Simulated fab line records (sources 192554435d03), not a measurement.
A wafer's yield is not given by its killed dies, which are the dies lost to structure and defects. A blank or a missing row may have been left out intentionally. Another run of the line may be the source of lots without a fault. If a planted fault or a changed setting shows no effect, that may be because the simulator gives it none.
Matching of chambers ; flow n5-finfet ; rie-diel-02 running N5_SDB_DESCUM_16: 4 sister chambers
The step chemistry O2, time 7.9 s. 14 wafers are shown with their chamber, then 7 later ones without.

## EACH WAFER AND ITS CHAMBER
wafer;chamber;showerhead-plenum-p-Torr (Torr);throttle-valve-pct (%);drypump-motor-current-A (A)
L074.2;1;2.06;20.39;4.93
L074.5;1;2.06;20.40;4.92
L074.6;3;2.04;20.93;5.37
L082.1;0;2.00;20.48;5.50
L082.4;1;2.06;20.40;4.92
L082.5;2;2.15;20.52;5.81
L084.2;1;2.06;20.40;4.89
L084.3;0;2.00;20.48;5.43
L084.4;2;2.15;20.55;5.77
L085.1;3;2.04;20.95;5.38
L085.2;2;2.14;20.55;5.79
L085.4;1;2.06;20.40;4.92
L086.2;0;2.00;20.49;5.41
L086.3;3;2.04;20.96;5.39

SIGNATURES (averages over the wafers above)
reading;chamber 0;chamber 1;chamber 2;chamber 3;scatter within a chamber
showerhead-plenum-p-Torr;2.0000;2.0600;2.1467;2.0400;0.00258
throttle-valve-pct;20.4833;20.3980;20.5400;20.9467;0.011
drypump-motor-current-A;5.4467;4.9160;5.7900;5.3800;0.0253
Rule: distance of a wafer from a chamber = root of the sum over the readings of ((wafer's reading minus chamber's mean) / reading's scatter) squared. If the next closest chamber is less than 2 further off than the closest, the wafer can't be placed; otherwise it belongs to the closest. How the scatter is found: for the shown wafers, subtract from each reading the mean of its chamber, square and add these, divide the total by (wafers less chambers), then take the root.

## WAFERS WITHOUT THEIR CHAMBER
wafer;showerhead-plenum-p-Torr (Torr);throttle-valve-pct (%);drypump-motor-current-A (A)
L086.6;2.04;20.96;5.37
L088.3;2.05;20.42;4.92
L088.4;2.05;20.42;4.91
L088.6;2.03;20.94;5.39
L089.1;2.05;20.44;4.92
L089.2;2.00;20.51;5.45
L089.3;2.03;20.96;5.37

## CHAMBER TAKEN BY EACH
wafer;from the rows above;in truth
L086.6;3;3
L088.3;1;1
L088.4;1;1
L088.6;3;3
L089.1;1;1
L089.2;0;0
L089.3;3;3
7 of 7 placed correctly. Number that these rows cannot place: 0. Placed wrongly: 0.
